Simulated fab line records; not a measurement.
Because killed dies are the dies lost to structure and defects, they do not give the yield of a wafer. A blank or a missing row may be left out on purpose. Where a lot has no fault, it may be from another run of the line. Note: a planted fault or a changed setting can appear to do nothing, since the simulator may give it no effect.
Which of the tools did it? / flow n5-finfet / Sampling: 10 lots, 28 wafers, 5 of 1938 route steps

## WHAT EACH GAUGE READ, for each wafer
No reading from a measuring or inspecting step in the record can be judged against a usual standard deviation.

## WHICH TOOL RAN EACH LOT (tool, then ch and the chambers of the sampled wafers, then the start)
lot=L684; N5_BEOL_M15_TRENCH_ETCH_34=rie-diel-03 ch 2,3, day 11 10:46; N5_BEOL_M15_STRIP_62=rie-diel-01 ch 0,3, day 11 12:58 or earlier; N5_BEOL_M15_SPUTTER_45=pvd-sputter-03, day 11 12:58; N5_PASSIVATION_PECVD_00=pecvd-04 ch 1,2, day 11 15:20; N5_PASSIVATION_PROBE_49=-
lot=L686; N5_BEOL_M15_TRENCH_ETCH_34=rie-diel-03 ch 0,2,3, day 11 14:01; N5_BEOL_M15_STRIP_62=rie-diel-04 ch 1,2,3, day 11 16:53 or earlier; N5_BEOL_M15_SPUTTER_45=pvd-sputter-03, day 11 16:53; N5_PASSIVATION_PECVD_00=pecvd-04 ch 0,2, day 11 18:59; N5_PASSIVATION_PROBE_49=-
lot=L689; N5_BEOL_M15_TRENCH_ETCH_34=rie-diel-03 ch 0,3, day 12 06:34; N5_BEOL_M15_STRIP_62=rie-diel-01 ch 0,1, day 12 07:35 or earlier; N5_BEOL_M15_SPUTTER_45=pvd-sputter-01, day 12 07:35; N5_PASSIVATION_PECVD_00=pecvd-03 ch 0,1, day 12 09:54; N5_PASSIVATION_PROBE_49=-
lot=L690; N5_BEOL_M15_TRENCH_ETCH_34=rie-diel-04 ch 1,3, day 13 12:37; N5_BEOL_M15_STRIP_62=rie-diel-04 ch 1,2, day 13 13:44 or earlier; N5_BEOL_M15_SPUTTER_45=pvd-sputter-02, day 13 13:44; N5_PASSIVATION_PECVD_00=pecvd-04 ch 0, day 13 15:52; N5_PASSIVATION_PROBE_49=-
lot=L697; N5_BEOL_M15_TRENCH_ETCH_34=rie-diel-03 ch 0,1,2, day 15 01:12; N5_BEOL_M15_STRIP_62=rie-diel-03 ch 0,1,3, day 15 05:28 or earlier; N5_BEOL_M15_SPUTTER_45=pvd-sputter-01, day 15 05:28; N5_PASSIVATION_PECVD_00=pecvd-04 ch 0,1,2, day 15 07:34; N5_PASSIVATION_PROBE_49=prober-01, day 15 19:08
lot=L698; N5_BEOL_M15_TRENCH_ETCH_34=rie-diel-04 ch 0,1,3, day 15 19:13; N5_BEOL_M15_STRIP_62=rie-diel-01 ch 0,1, day 16 00:55 or earlier; N5_BEOL_M15_SPUTTER_45=pvd-sputter-01, day 16 00:55; N5_PASSIVATION_PECVD_00=pecvd-04 ch 1,2, day 16 03:02; N5_PASSIVATION_PROBE_49=-
lot=L701; N5_BEOL_M15_TRENCH_ETCH_34=rie-diel-03 ch 2,3, day 16 04:47; N5_BEOL_M15_STRIP_62=rie-diel-03 ch 0,2,3, day 16 07:07 or earlier; N5_BEOL_M15_SPUTTER_45=pvd-sputter-03, day 16 07:07; N5_PASSIVATION_PECVD_00=pecvd-04 ch 0,1,2, day 16 09:23; N5_PASSIVATION_PROBE_49=-
lot=L699; N5_BEOL_M15_TRENCH_ETCH_34=rie-diel-01 ch 0,1,2, day 16 05:32; N5_BEOL_M15_STRIP_62=rie-diel-04 ch 1,2,3, day 16 09:25 or earlier; N5_BEOL_M15_SPUTTER_45=pvd-sputter-03, day 16 09:25; N5_PASSIVATION_PECVD_00=pecvd-04 ch 0,1, day 16 11:37; N5_PASSIVATION_PROBE_49=prober-01, day 17 01:42
lot=L703; N5_BEOL_M15_TRENCH_ETCH_34=rie-diel-03 ch 0,2, day 16 17:16; N5_BEOL_M15_STRIP_62=rie-diel-01 ch 0,2, day 16 19:53 or earlier; N5_BEOL_M15_SPUTTER_45=pvd-sputter-01, day 16 19:53; N5_PASSIVATION_PECVD_00=pecvd-04 ch 0,1,2, day 16 21:58; N5_PASSIVATION_PROBE_49=-
lot=L702; N5_BEOL_M15_TRENCH_ETCH_34=rie-diel-04 ch 0,2, day 16 17:55; N5_BEOL_M15_STRIP_62=rie-diel-03 ch 0,3, day 16 19:53 or earlier; N5_BEOL_M15_SPUTTER_45=pvd-sputter-02, day 16 19:53; N5_PASSIVATION_PECVD_00=pecvd-04 ch 0,2, day 16 22:14; N5_PASSIVATION_PROBE_49=-
- N5_BEOL_M15_TRENCH_ETCH_34: etches SiO2 in C4F8/O2/Ar, target depth 872.93 nm, time 199 s.
- N5_BEOL_M15_STRIP_62: strips in O2.
- N5_BEOL_M15_SPUTTER_45: material Cu, target thk 100 nm, time 16.67 s.
- N5_PASSIVATION_PECVD_00: deposits SiO2 from SiH4/N2O, target thk 200 nm, time 11.2 s.
- N5_PASSIVATION_PROBE_49

## AS READ BY THE TOOLS THEMSELVES (means over the sampled wafers that have a number; for cases with no such wafer, the mark the record gives instead)
N5_BEOL_M15_TRENCH_ETCH_34. Usual: drypump-motor-current-A 5.8 A, standard deviation 0.58; he-inner-torr 14.997 Torr, standard deviation 0.03; he-outer-torr 30.00 Torr, standard deviation 0.062; oes_f_703_au 0.79 a.u., standard deviation 0.087; oes-product-au 0.80 a.u., standard deviation 0.089; rf-vpp-V 2253 V, standard deviation 36; showerhead-plenum-p-Torr 3.46 Torr, standard deviation 0.1; throttle-valve-pct 30.9 %, standard deviation 0.33.
lot=L684; tool=rie-diel-03; drypump-motor-current-A (A)=5.9; he-inner-torr (Torr)=14.989; he-outer-torr (Torr)=29.99; oes_f_703_au (a.u.)=0.68; oes-product-au (a.u.)=0.69; rf-vpp-V (V)=2271; showerhead-plenum-p-Torr (Torr)=3.42; throttle-valve-pct (%)=31.1; flag=
lot=L686; tool=rie-diel-03; drypump-motor-current-A (A)=5.6; he-inner-torr (Torr)=15.028; he-outer-torr (Torr)=30.04; oes_f_703_au (a.u.)=0.73; oes-product-au (a.u.)=0.74; rf-vpp-V (V)=2260; showerhead-plenum-p-Torr (Torr)=3.43; throttle-valve-pct (%)=30.9; flag=
lot=L689; tool=rie-diel-03; drypump-motor-current-A (A)=5.4; he-inner-torr (Torr)=15.035; he-outer-torr (Torr)=30.01; oes_f_703_au (a.u.)=0.77; oes-product-au (a.u.)=0.78; rf-vpp-V (V)=2252; showerhead-plenum-p-Torr (Torr)=3.48; throttle-valve-pct (%)=30.6; flag=
lot=L690; tool=rie-diel-04; drypump-motor-current-A (A)=6.6; he-inner-torr (Torr)=14.993; he-outer-torr (Torr)=29.91; oes_f_703_au (a.u.)=0.71; oes-product-au (a.u.)=0.72; rf-vpp-V (V)=2258; showerhead-plenum-p-Torr (Torr)=3.34; throttle-valve-pct (%)=31.2; flag=
lot=L697; tool=rie-diel-03; drypump-motor-current-A (A)=5.3; he-inner-torr (Torr)=15.033; he-outer-torr (Torr)=30.03; oes_f_703_au (a.u.)=0.80; oes-product-au (a.u.)=0.80; rf-vpp-V (V)=2264; showerhead-plenum-p-Torr (Torr)=3.51; throttle-valve-pct (%)=30.7; flag=
lot=L698; tool=rie-diel-04; drypump-motor-current-A (A)=6.3; he-inner-torr (Torr)=14.995; he-outer-torr (Torr)=30.01; oes_f_703_au (a.u.)=0.76; oes-product-au (a.u.)=0.77; rf-vpp-V (V)=2246; showerhead-plenum-p-Torr (Torr)=3.40; throttle-valve-pct (%)=31.2; flag=
lot=L701; tool=rie-diel-03; drypump-motor-current-A (A)=6.0; he-inner-torr (Torr)=15.015; he-outer-torr (Torr)=30.04; oes_f_703_au (a.u.)=0.92; oes-product-au (a.u.)=0.94; rf-vpp-V (V)=2284; showerhead-plenum-p-Torr (Torr)=3.58; throttle-valve-pct (%)=30.7; flag=
lot=L699; tool=rie-diel-01; drypump-motor-current-A (A)=5.4; he-inner-torr (Torr)=15.003; he-outer-torr (Torr)=29.97; oes_f_703_au (a.u.)=0.88; oes-product-au (a.u.)=0.89; rf-vpp-V (V)=2191; showerhead-plenum-p-Torr (Torr)=3.38; throttle-valve-pct (%)=30.6; flag=
lot=L703; tool=rie-diel-03; drypump-motor-current-A (A)=5.2; he-inner-torr (Torr)=14.960; he-outer-torr (Torr)=30.05; oes_f_703_au (a.u.)=0.81; oes-product-au (a.u.)=0.82; rf-vpp-V (V)=2257; showerhead-plenum-p-Torr (Torr)=3.51; throttle-valve-pct (%)=30.6; flag=
lot=L702; tool=rie-diel-04; drypump-motor-current-A (A)=5.7; he-inner-torr (Torr)=14.974; he-outer-torr (Torr)=30.02; oes_f_703_au (a.u.)=0.81; oes-product-au (a.u.)=0.82; rf-vpp-V (V)=2269; showerhead-plenum-p-Torr (Torr)=3.50; throttle-valve-pct (%)=31.3; flag=

N5_BEOL_M15_STRIP_62. Usual: drypump-motor-current-A 5.6 A, standard deviation 0.58; oes-product-au 0.82 a.u., standard deviation 0.091; rf-vpp-V 3.7 V, standard deviation 0.5; showerhead-plenum-p-Torr 2.10 Torr, standard deviation 0.072; throttle-valve-pct 16.57 %, standard deviation 0.25.
lot=L684; tool=rie-diel-01; drypump-motor-current-A (A)=5.6; oes-product-au (a.u.)=0.86; rf-vpp-V (V)=4.2; showerhead-plenum-p-Torr (Torr)=2.08; throttle-valve-pct (%)=16.48; flag=
lot=L686; tool=rie-diel-04; drypump-motor-current-A (A)=6.3; oes-product-au (a.u.)=0.78; rf-vpp-V (V)=4.2; showerhead-plenum-p-Torr (Torr)=2.08; throttle-valve-pct (%)=16.88; flag=
lot=L689; tool=rie-diel-01; drypump-motor-current-A (A)=5.0; oes-product-au (a.u.)=0.74; rf-vpp-V (V)=3.1; showerhead-plenum-p-Torr (Torr)=2.08; throttle-valve-pct (%)=16.85; flag=
lot=L690; tool=rie-diel-04; drypump-motor-current-A (A)=6.0; oes-product-au (a.u.)=0.82; rf-vpp-V (V)=3.5; showerhead-plenum-p-Torr (Torr)=2.13; throttle-valve-pct (%)=16.79; flag=
lot=L697; tool=rie-diel-03; drypump-motor-current-A (A)=5.5; oes-product-au (a.u.)=0.84; rf-vpp-V (V)=3.9; showerhead-plenum-p-Torr (Torr)=2.11; throttle-valve-pct (%)=16.40; flag=
lot=L698; tool=rie-diel-01; drypump-motor-current-A (A)=5.0; oes-product-au (a.u.)=0.95; rf-vpp-V (V)=3.9; showerhead-plenum-p-Torr (Torr)=2.07; throttle-valve-pct (%)=16.58; flag=
lot=L701; tool=rie-diel-03; drypump-motor-current-A (A)=5.6; oes-product-au (a.u.)=0.89; rf-vpp-V (V)=4.2; showerhead-plenum-p-Torr (Torr)=2.17; throttle-valve-pct (%)=16.43; flag=
lot=L699; tool=rie-diel-04; drypump-motor-current-A (A)=6.3; oes-product-au (a.u.)=0.74; rf-vpp-V (V)=3.5; showerhead-plenum-p-Torr (Torr)=2.07; throttle-valve-pct (%)=16.93; flag=
lot=L703; tool=rie-diel-01; drypump-motor-current-A (A)=5.6; oes-product-au (a.u.)=0.84; rf-vpp-V (V)=3.7; showerhead-plenum-p-Torr (Torr)=2.04; throttle-valve-pct (%)=16.32; flag=
lot=L702; tool=rie-diel-03; drypump-motor-current-A (A)=5.6; oes-product-au (a.u.)=0.88; rf-vpp-V (V)=3.6; showerhead-plenum-p-Torr (Torr)=2.13; throttle-valve-pct (%)=16.39; flag=

N5_BEOL_M15_SPUTTER_45. Usual: bias-v 60.0 V, standard deviation 0.57; throttle-valve-pct 30.3 %, standard deviation 1.
lot=L684; tool=pvd-sputter-03; bias-v (V)=60.5; throttle-valve-pct (%)=30.9; flag=
lot=L686; tool=pvd-sputter-03; bias-v (V)=60.4; throttle-valve-pct (%)=30.4; flag=
lot=L689; tool=pvd-sputter-01; bias-v (V)=59.7; throttle-valve-pct (%)=30.9; flag=
lot=L690; tool=pvd-sputter-02; bias-v (V)=60.4; throttle-valve-pct (%)=30.1; flag=
lot=L697; tool=pvd-sputter-01; bias-v (V)=60.4; throttle-valve-pct (%)=30.1; flag=
lot=L698; tool=pvd-sputter-01; bias-v (V)=59.6; throttle-valve-pct (%)=30.1; flag=
lot=L701; tool=pvd-sputter-03; bias-v (V)=60.0; throttle-valve-pct (%)=30.2; flag=
lot=L699; tool=pvd-sputter-03; bias-v (V)=59.7; throttle-valve-pct (%)=30.1; flag=
lot=L703; tool=pvd-sputter-01; bias-v (V)=59.3; throttle-valve-pct (%)=30.3; flag=
lot=L702; tool=pvd-sputter-02; bias-v (V)=60.2; throttle-valve-pct (%)=28.8; flag=

N5_PASSIVATION_PECVD_00. Usual: chamber-pressure-Torr 2.700 Torr, standard deviation 0.0058; heater-power-outer-w 404 W, standard deviation 70; heater-power-w 686 W, standard deviation 92; showerhead-plenum-p-Torr 8.23 Torr, standard deviation 0.12; showerhead-vpp-V 1556 V, standard deviation 64; throttle-valve-pct 50.9 %, standard deviation 1.7.
lot=L684; tool=pecvd-04; chamber-pressure-Torr (Torr)=2.696; heater-power-outer-w (W)=502; heater-power-w (W)=795; showerhead-plenum-p-Torr (Torr)=8.25; showerhead-vpp-V (V)=1561; throttle-valve-pct (%)=52.7; flag=
lot=L686; tool=pecvd-04; chamber-pressure-Torr (Torr)=2.700; heater-power-outer-w (W)=411; heater-power-w (W)=705; showerhead-plenum-p-Torr (Torr)=8.18; showerhead-vpp-V (V)=1585; throttle-valve-pct (%)=50.6; flag=
lot=L689; tool=pecvd-03; chamber-pressure-Torr (Torr)=2.700; heater-power-outer-w (W)=402; heater-power-w (W)=746; showerhead-plenum-p-Torr (Torr)=8.31; showerhead-vpp-V (V)=1465; throttle-valve-pct (%)=49.6; flag=
lot=L690; tool=pecvd-04; chamber-pressure-Torr (Torr)=2.703; heater-power-outer-w (W)=302; heater-power-w (W)=560; showerhead-plenum-p-Torr (Torr)=8.19; showerhead-vpp-V (V)=1567; throttle-valve-pct (%)=50.5; flag=
lot=L697; tool=pecvd-04; chamber-pressure-Torr (Torr)=-; heater-power-outer-w (W)=-; heater-power-w (W)=-; showerhead-plenum-p-Torr (Torr)=-; showerhead-vpp-V (V)=-; throttle-valve-pct (%)=-; flag=OFF
lot=L698; tool=pecvd-04; chamber-pressure-Torr (Torr)=-; heater-power-outer-w (W)=-; heater-power-w (W)=-; showerhead-plenum-p-Torr (Torr)=-; showerhead-vpp-V (V)=-; throttle-valve-pct (%)=-; flag=OFF
lot=L701; tool=pecvd-04; chamber-pressure-Torr (Torr)=2.691; heater-power-outer-w (W)=438; heater-power-w (W)=719; showerhead-plenum-p-Torr (Torr)=8.25; showerhead-vpp-V (V)=1574; throttle-valve-pct (%)=52.0; flag=
lot=L699; tool=pecvd-04; chamber-pressure-Torr (Torr)=-; heater-power-outer-w (W)=-; heater-power-w (W)=-; showerhead-plenum-p-Torr (Torr)=-; showerhead-vpp-V (V)=-; throttle-valve-pct (%)=-; flag=OFF
lot=L703; tool=pecvd-04; chamber-pressure-Torr (Torr)=2.699; heater-power-outer-w (W)=441; heater-power-w (W)=709; showerhead-plenum-p-Torr (Torr)=8.25; showerhead-vpp-V (V)=1579; throttle-valve-pct (%)=51.9; flag=
lot=L702; tool=pecvd-04; chamber-pressure-Torr (Torr)=2.701; heater-power-outer-w (W)=412; heater-power-w (W)=702; showerhead-plenum-p-Torr (Torr)=8.18; showerhead-vpp-V (V)=1558; throttle-valve-pct (%)=50.5; flag=

N5_PASSIVATION_PROBE_49. Usual: defect-limited-yield 90.9 %, standard deviation 1.5; killed_at_M0_to_M3 36, standard deviation 10; killed_at_M4_up 13, standard deviation 5.5; killed-at-contacts 12, standard deviation 5.6; killed-at-front-end 42, standard deviation 12; killed-at-other 4, standard deviation 3.2; killed-dies 108, standard deviation 18; killed-open 71, standard deviation 13; killed-short 34, standard deviation 7.8; sort_bin_5_function 5.4 %, standard deviation 1; sort_bin_6_memory 3.4 %, standard deviation 0.68; sort_bin_8_speed 0.00 %, standard deviation 0.0071; sort-n-pass 1072, standard deviation 18; sort-yield-pct 90.9 %, standard deviation 1.5.
lot=L697; tool=prober-01; defect-limited-yield (%)=92.9; killed_at_M0_to_M3=21; killed_at_M4_up=8; killed-at-contacts=16; killed-at-front-end=35; killed-at-other=3; killed-dies=84; killed-open=51; killed-short=32; sort_bin_5_function (%)=4.1; sort_bin_6_memory (%)=2.6; sort_bin_8_speed (%)=0.00; sort-n-pass=1096; sort-yield-pct (%)=92.9; flag=
lot=L699; tool=prober-01; defect-limited-yield (%)=92.7; killed_at_M0_to_M3=28; killed_at_M4_up=13; killed-at-contacts=7; killed-at-front-end=35; killed-at-other=3; killed-dies=86; killed-open=60; killed-short=26; sort_bin_5_function (%)=4.1; sort_bin_6_memory (%)=2.9; sort_bin_8_speed (%)=0.00; sort-n-pass=1094; sort-yield-pct (%)=92.7; flag=

## THE ANSWER, worked out from the rows above alone
Rule: lot off if the mean of its wafers having a number is beyond 3 standard deviations from the usual mean. A lot without any number at a reading at which 4 lots or more have one is off too. Where the step has rows for the other lots, those lots are counted as sound. Order of review: gauges by route order, followed by the tools' own readings, for which a lot's mean as printed above is used. The first step at which some lot is off is used, and at that step the reading that is off furthest; a lot without a number counts as furthest.
Off at N5_PASSIVATION_PECVD_00 (chamber-pressure-Torr): L697, L698, L699. Without a number there: L697, L698, L699.
If a tool, at that step or one of the process steps before it, ran each lot that is off and ran no sound lot following the first of them, it fits. With no start given for some of its lots, N5_BEOL_M15_STRIP_62 uses the hours and lot order of N5_BEOL_M15_SPUTTER_45. Not one of the candidates tried fits.

## WHAT THE SIMULATOR HAD INSERTED
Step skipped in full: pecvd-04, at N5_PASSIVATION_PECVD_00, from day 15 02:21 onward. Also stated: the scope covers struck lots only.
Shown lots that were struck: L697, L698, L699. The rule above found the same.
